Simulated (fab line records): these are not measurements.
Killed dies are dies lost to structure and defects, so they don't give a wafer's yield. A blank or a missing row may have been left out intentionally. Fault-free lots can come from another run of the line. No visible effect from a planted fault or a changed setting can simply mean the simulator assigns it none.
fab line records	flow n5_finfet
record: lots: 10	wafers: 30	last_day: 17
route steps=1938 shown BEOL_M15@1814
lots untouched by any fault: they come from a run of this same line in which no faults occurred
start_h: start of the lot's first displayed wafer, in hours after the record's first day	wait_h: hours from the lot's prior step to this one	" the same as in the row above	L1.1+2: one row covering several wafers at once	- no value, or no start given	* or withheld: withheld	< > ~ a bound
route shown NAME@n: NAME is a module with steps in the file, n the number in the route of the first one	usual: mean/standard deviation taken from wafers without a fault	same: alike in all rows	chamber/n: place in a boat	sites: readings site by site	_std_site: the values' standard deviation	_edge_site: mean of outer sites minus mean of inner sites	radius_mm: how far each site lies from the wafer's centre	mask NAME#n: copy n	behind: the tool/chamber that last shaped the wafer	hold: cause of the lot's hold/its duration in hours/its outcome	device: names the non-switching transistor (n, p or np)	end of line: tests of these same wafers at the route's end	step lacking rows: just its recipe	killed: dies lost to structure and defects at the first sort, not the wafer's yield	map: shows each die of a wafer: x if killed, . if not, _ if none is there
set.NAME: setting as actually run; set.NAME@STEP: the setting as run at that earlier step	model.NAME: the simulator's own value behind a step, which no gauge read
route steps across a sampled set of lots; one table per step, one row per wafer
services: the hour from which a tool's chamber was out of use, counted from the record's first day as start_h (under 0 if before that day), plus the number of hours and why
== steps ==
step: N5_BEOL_M15_ETCH_38
recipe: chemistry: CF4/N2	target: SiCN	target_depth_a: 1064	taper_deg: 2	time_s: 120.5	ion_energy_ev: 150	mask_material: SiO2	pressure_mtorr: 40	source_w: 430	bias_w: 70	Ar_flow_sccm: 100	cf4_flow_sccm: 60	n2_flow_sccm: 60
usual: drypump_motor_current_A: 5.6/0.42	oes_product_au: 0.82/0.086	rf_vpp_V: 381.4/2.1	showerhead_plenum_p_Torr: 2.17/0.082	throttle_valve_pct: 15.27/0.17
same: time_s: 120.5
lot.wafer	tool	chamber	start_h	wait_h	drypump_motor_current_A	oes_product_au	rf_hours_counter_h	rf_vpp_V	showerhead_plenum_p_Torr	throttle_valve_pct
L823.2	rie_diel-01	0	-	-	5.0	0.89	28	380.9	2.17	15.11
L823.5	"	0	"	"	5.0	0.89	-	381.3	2.17	15.08
L823.6	"	1	"	"	5.8	0.83	-	380.6	2.15	15.23
L828.3	rie_diel-01	2	-	-	5.2	0.75	163	379.2	2.12	15.43
L828.5	"	3	"	"	5.6	0.73	-	384.3	2.29	15.38
L828.6	"	2	"	"	5.2	0.75	-	380.6	2.12	15.41
L827.1	rie_diel-01	2	-	-	5.2	0.76	165	381.0	2.12	15.42
L827.5	"	3	"	"	5.6	0.73	-	384.5	2.29	15.38
L827.6	"	1	"	"	5.8	0.82	-	382.0	2.15	15.24
L829.3	rie_diel-04	0	-	-	5.7	0.97	5	383.2	2.16	15.27
L829.4	"	2	"	"	6.2	0.83	79	383.3	2.24	15.04
L829.6	"	0	"	"	5.8	0.97	-	382.6	2.16	15.26
L830.3	rie_diel-03	1	-	-	6.3	0.90	22	382.3	2.25	15.43
L830.4	"	0	"	"	6.1	0.97	9	381.6	2.16	14.87
L830.5	"	0	"	"	6.1	0.97	-	380.6	2.16	14.88
L836.1	rie_diel-04	0	-	-	5.8	0.92	24	381.6	2.15	15.29
L836.4	"	1	"	"	5.6	0.72	-	378.6	2.01	15.30
L836.5	"	0	"	"	5.8	0.91	-	380.0	2.15	15.29
L838.1	rie_diel-03	0	-	-	6.0	0.92	26	380.3	2.15	14.92
L838.4	"	2	"	"	5.0	0.85	61	383.3	2.23	15.17
L838.6	"	1	"	"	6.3	0.87	-	382.6	2.25	15.49
L837.2	rie_diel-01	2	-	-	5.2	0.74	188	379.7	2.11	15.47
L837.5	"	1	"	"	5.8	0.79	-	380.3	2.14	15.30
L837.6	"	0	"	"	5.0	0.85	-	380.1	2.16	15.15
L840.2	rie_diel-01	3	-	-	5.6	0.70	211	383.8	2.28	15.42
L840.5	"	2	"	"	5.2	0.73	-	380.0	2.11	15.49
L840.6	"	1	"	"	5.7	0.79	-	380.2	2.14	15.28
L841.4	rie_diel-01	2	-	-	5.2	0.73	195	379.8	2.11	15.49
L841.5	"	0	"	"	5.0	0.84	-	379.9	2.16	15.17
L841.6	"	3	"	"	5.6	0.71	-	383.2	2.28	15.42
step: N5_BEOL_M15_SPUTTER_43
recipe: material: TaN	target_thk_a: 150	temp_c: 50	bias_v: 168.6	power_w: 15000	chamber_pressure_pa: 0.12	time_s: 24.19
usual: throttle_valve_pct: 30.1/1.2
lot.wafer	tool	chamber	start_h	wait_h	throttle_valve_pct
L823.2	pvd_sputter-02	-	259.12	0.0	30.7
L823.5	"	-	"	"	29.2
L823.6	"	-	"	"	30.7
L828.3	pvd_sputter-02	-	270.44	0.0	30.1
L828.5	"	-	"	"	29.5
L828.6	"	-	"	"	29.9
L827.1	pvd_sputter-03	-	273.47	0.0	28.3
L827.5	"	-	"	"	29.8
L827.6	"	-	"	"	30.8
L829.3	pvd_sputter-01	-	281.42	0.0	30.9
L829.4	"	-	"	"	29.8
L829.6	"	-	"	"	30.6
L830.3	pvd_sputter-03	-	289.25	0.0	31.1
L830.4	"	-	"	"	28.1
L830.5	"	-	"	"	31.2
L836.1	pvd_sputter-02	-	345.72	0.0	30.2
L836.4	"	-	"	"	29.5
L836.5	"	-	"	"	30.0
L838.1	pvd_sputter-01	-	348.55	0.0	29.8
L838.4	"	-	"	"	32.4
L838.6	"	-	"	"	29.3
L837.2	pvd_sputter-02	-	348.82	0.0	30.2
L837.5	"	-	"	"	30.5
L837.6	"	-	"	"	29.1
L840.2	pvd_sputter-03	-	360.84	0.0	31.1
L840.5	"	-	"	"	30.6
L840.6	"	-	"	"	30.1
L841.4	pvd_sputter-01	-	376.39	0.0	29.4
L841.5	"	-	"	"	29.4
L841.6	"	-	"	"	32.6
step: N5_BEOL_M15_ANNEAL_48
recipe: temp_c: 225	time_s: 90	ambient: N2
usual: wafer_temp_C_max: 226.2/0.32
same: time_s: 90
lot.wafer	tool	chamber	start_h	wait_h	wafer_temp_C_max
L823.2	rtp_anneal-02	0	259.73	0.3	226.3
L823.5	"	0	"	"	226.4
L823.6	"	0	"	"	226.1
L828.3	rtp_anneal-01	0	271.05	0.2	225.8
L828.5	"	0	"	"	226.0
L828.6	"	0	"	"	225.8
L827.1	rtp_anneal-01	0	274.10	0.3	225.7
L827.5	"	0	"	"	226.5
L827.6	"	0	"	"	226.1
L829.3	rtp_anneal-02	0	282.02	0.2	226.2
L829.4	"	0	"	"	226.3
L829.6	"	0	"	"	226.6
L830.3	rtp_anneal-02	0	289.86	0.2	226.0
L830.4	"	0	"	"	226.5
L830.5	"	0	"	"	226.5
L836.1	rtp_anneal-02	0	346.35	0.3	226.3
L836.4	"	0	"	"	227.0
L836.5	"	0	"	"	226.7
L838.1	rtp_anneal-02	0	349.07	0.2	226.4
L838.4	"	0	"	"	226.2
L838.6	"	0	"	"	226.4
L837.2	rtp_anneal-02	0	349.39	0.2	226.4
L837.5	"	0	"	"	225.9
L837.6	"	0	"	"	226.3
L840.2	rtp_anneal-02	0	361.52	0.3	226.8
L840.5	"	0	"	"	226.5
L840.6	"	0	"	"	226.6
L841.4	rtp_anneal-02	0	377.42	0.6	226.3
L841.5	"	0	"	"	226.3
L841.6	"	0	"	"	226.9
step: N5_BEOL_M15_CMP_49
recipe: stop_on: SiO2	t_overpolish_s: 4.9	down_force_psi: 2	platen_rpm: 80	clearing_platen_down_force_psi: 2	clearing_platen_rpm: 80	post_cmp_clean: cu_alkaline	target_thk_nm: 850	clearing_platen_pad_velocity_m_s: 1.5917	pad_velocity_m_s: 1.5917
usual: barrier_field_endpoint_s: 11.36/0.27	clearing_platen_down_force_psi: 2.000/0.0038	clearing_platen_rpm: 80.00/0.05	head_pressure_psi: 1.999/0.0041	motor_current_A: 8.0/0.7	pad_life_wafers: 900/650	platen_rpm: 80.00/0.055
lot.wafer	tool	chamber	start_h	wait_h	barrier_field_endpoint_s	clearing_platen_down_force_psi	clearing_platen_rpm	head_pressure_psi	motor_current_A	pad_life_wafers	platen_rpm
L823.2	cmp-01	3	260.25	0.4	11.75	2.003	79.99	1.996	9.7	1729	80.00
L823.5	"	2	"	"	11.72	2.005	80.03	1.996	7.7	-	80.09
L823.6	"	3	"	"	11.71	1.998	79.94	2.000	9.5	-	80.03
L828.3	cmp-03	1	271.28	0.2	11.21	2.004	79.93	1.999	8.6	66	80.00
L828.5	"	1	"	"	11.01	1.998	79.85	1.993	8.8	-	80.00
L828.6	"	2	"	"	11.02	1.997	79.99	2.001	7.6	-	79.97
L827.1	cmp-03	1	274.51	0.4	11.50	2.000	79.94	2.001	8.6	81	80.07
L827.6	"	2	"	"	11.27	2.001	80.03	1.993	7.2	-	79.93
L827.5	"	3	"	"	11.83	2.003	80.01	1.994	8.3	-	80.04
L829.4	cmp-01	3	282.23	0.1	11.20	2.000	79.89	1.993	9.7	1920	79.99
L829.3	"	1	"	"	11.04	2.006	79.99	1.997	7.3	1922	80.00
L829.6	"	0	"	"	10.94	1.998	80.05	2.001	7.3	-	79.99
L830.4	cmp-03	0	290.07	0.1	10.65	2.000	80.01	2.007	8.7	210	79.98
L830.3	"	2	"	"	10.68	2.000	80.11	1.998	7.7	212	79.88
L830.5	"	0	"	"	11.29	2.000	80.02	2.000	8.9	-	79.97
L836.1	cmp-04	2	346.65	0.3	9.42	2.002	79.99	1.992	7.6	1836	80.04
L836.4	"	3	"	"	9.63	1.996	80.03	2.005	7.9	1837	80.03
L836.5	"	3	"	"	11.31	2.001	80.02	1.996	8.0	-	79.97
L838.1	cmp-01	1	349.37	0.3	11.53	2.001	79.99	2.004	7.1	342	80.05
L838.4	"	0	"	"	11.23	1.995	80.05	1.999	7.2	345	80.05
L838.6	"	1	"	"	11.32	2.005	79.97	2.005	7.3	-	79.95
L837.2	cmp-01	0	349.65	0.2	9.54	1.997	80.04	1.994	7.5	348	79.89
L837.6	"	0	"	"	11.14	2.002	80.03	2.000	7.4	-	79.90
L837.5	"	1	"	"	11.47	2.001	80.01	1.993	7.1	-	79.95
L840.2	cmp-04	2	361.77	0.2	11.58	1.996	80.01	2.002	7.6	1974	79.99
L840.6	"	2	"	"	11.63	1.999	79.98	2.010	7.1	-	79.95
L840.5	"	3	"	"	11.71	1.996	79.91	2.002	7.8	-	79.99
L841.4	cmp-01	2	377.67	0.2	11.17	2.007	79.98	2.001	7.6	560	79.97
L841.6	"	0	"	"	11.29	2.002	80.04	1.998	7.6	-	80.01
L841.5	"	1	"	"	11.61	2.005	80.04	2.000	7.5	-	79.97
step: N5_BEOL_M15_INSPECT_55
recipe: inspect_instrument: darkfield	mode: post_dep
usual: raw_defect_count: 62/16
lot.wafer	tool	chamber	start_h	wait_h	raw_defect_count
L823.2	defect_inspect-02	-	260.66	0.0	60
L823.5	"	-	"	"	71
L823.6	"	-	"	"	69
L828.3	defect_inspect-01	-	271.73	0.0	85
L828.5	"	-	"	"	79
L828.6	"	-	"	"	88
L827.1	defect_inspect-01	-	274.85	0.0	36
L827.5	"	-	"	"	83
L827.6	"	-	"	"	55
L829.3	defect_inspect-01	-	282.68	0.0	63
L829.4	"	-	"	"	70
L829.6	"	-	"	"	40
L830.3	defect_inspect-01	-	290.53	0.0	51
L830.4	"	-	"	"	38
L830.5	"	-	"	"	57
L836.1	defect_inspect-02	-	347.10	0.0	46
L836.4	"	-	"	"	70
L836.5	"	-	"	"	76
L838.1	defect_inspect-02	-	349.82	0.0	62
L838.4	"	-	"	"	59
L838.6	"	-	"	"	66
L837.2	defect_inspect-01	-	350.11	0.0	42
L837.5	"	-	"	"	61
L837.6	"	-	"	"	55
L840.2	defect_inspect-02	-	362.22	0.0	52
L840.5	"	-	"	"	71
L840.6	"	-	"	"	44
L841.4	defect_inspect-02	-	378.04	0.0	56
L841.5	"	-	"	"	76
L841.6	"	-	"	"	51
== services ==
tool	chamber	start_h	hours	kind
rie_diel-04	-	237.68	2.8	pm
rtp_anneal-02	-	238.50	0.8	pm
rie_diel-01	0	254.85	1.3	repair
cmp-03	-	259.78	4.0	pm
rie_diel-01	0	269.55	3.6	repair
cmp-04	-	278.21	0.4	repair
cmp-01	-	287.77	0.5	repair
cmp-01	-	288.30	5.9	pm
rie_diel-04	-	288.48	2.1	repair
cmp-01	-	302.33	2.0	repair
rie_diel-01	1	305.80	8.6	repair
pvd_sputter-03	-	309.90	0.8	repair
cmp-03	-	311.07	5.7	pm
cmp-01	-	312.15	4.0	pm
cmp-01	-	316.15	-	consumable_replace:conditioner
cmp-01	-	316.15	-	consumable_replace:pad
cmp-03	-	324.47	1.2	repair
pvd_sputter-01	-	335.20	1.6	repair
rtp_anneal-01	-	336.27	2.5	pm
rie_diel-03	1	336.61	1.6	repair
cmp-04	-	337.08	5.0	pm
cmp-03	-	338.28	3.1	repair
cmp-01	-	351.97	1.0	repair
cmp-04	-	372.13	4.0	pm
== key ==
first_sign: step: N5_BEOL_M15_CMP_49	reading: barrier_field_endpoint_s	direction: down	sigmas: 6.9	usual: 11.36	struck: 9.53
effect none on later readings
met_at N5_BEOL_M15_SPUTTER_43
struck_lots L836,L837
struck_wafers L836.1,L836.4,L837.2
not_acting_at N5_BEOL_M15_ETCH_38,N5_BEOL_M15_ANNEAL_48,N5_BEOL_M15_INSPECT_55
onset_between 270.44 345.72
fault: kind: process_parameter_drift	tool: pvd_sputter-02	chamber: -	onset_h: 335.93	steps: N5_BEOL_M15_SPUTTER_43	channel: time_s	offset: *	shape: step	end_h: 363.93	scope: struck_wafers_only	acts_in: *	stated: *
